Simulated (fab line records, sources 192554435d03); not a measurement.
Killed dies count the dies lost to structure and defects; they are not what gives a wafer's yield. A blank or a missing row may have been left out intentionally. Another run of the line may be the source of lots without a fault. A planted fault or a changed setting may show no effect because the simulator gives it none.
What tool caused it? || flow n5_finfet || 12 lots (36 wafers sampled), 1 step of a 1938-step route

== WHAT THE GAUGES SHOWED, per wafer ==
N5_SDB_THK_MEAS_31.
{"lot": "L075", "measured": "day 4 05:20", "on": "film_metro-01", "SDB_THK (nm)": "63.9 63.3 64.6"}
{"lot": "L077", "measured": "day 4 18:47", "on": "film_metro-01", "SDB_THK (nm)": "65.3 64.4 64.6"}
{"lot": "L079", "measured": "day 5 07:54", "on": "film_metro-01", "SDB_THK (nm)": "65.2 66.4 63.7"}
{"lot": "L081", "measured": "day 5 22:03", "on": "film_metro-02", "SDB_THK (nm)": "63.9 65.4 64.8"}
{"lot": "L083", "measured": "day 6 11:40", "on": "film_metro-02", "SDB_THK (nm)": "63.8 64.8 62.6"}
{"lot": "L085", "measured": "day 7 00:23", "on": "film_metro-01", "SDB_THK (nm)": "65.4 64.4 64.6"}
{"lot": "L087", "measured": "day 7 07:49", "on": "film_metro-01", "SDB_THK (nm)": "65.4 64.2 64.4"}
{"lot": "L089", "measured": "day 7 18:47", "on": "film_metro-01", "SDB_THK (nm)": "63.0 65.0 64.1"}
{"lot": "L091", "measured": "day 8 06:01", "on": "film_metro-01", "SDB_THK (nm)": "66.1 65.2 65.1"}
{"lot": "L093", "measured": "day 8 15:47", "on": "film_metro-01", "SDB_THK (nm)": "62.8 63.0 62.9"}
{"lot": "L095", "measured": "day 9 03:05", "on": "film_metro-02", "SDB_THK (nm)": "62.0 63.5 62.9"}
{"lot": "L097", "measured": "day 9 15:48", "on": "film_metro-01", "SDB_THK (nm)": "64.8 63.8 65.8"}

== WHAT TOOL EACH LOT RAN ON (gives the tool, then ch and the chambers of the sampled wafers, and finally the start) ==
The record holds no process step before these readings.

== THE ANSWER, worked out from the rows above alone ==
Rule: the usual values come from the lots themselves. Put in order of their means at a reading, lots are off if they are a third of the lots or fewer, leave a main group of 4 or more, and stand apart from it by a gap of 3 or more times the standard deviation of the main group's means; of several such gaps the widest counts. If all means in a main group match to the digits the tables above print for the reading, that group is not used. A lot without any number at a reading at which 4 lots or more have one is off too. Where the step has rows for the other lots, those lots are counted as sound.
Nothing can be told from this: no lot is off at any reading shown.

== WHAT WAS PUT IN BY THE SIMULATOR ==
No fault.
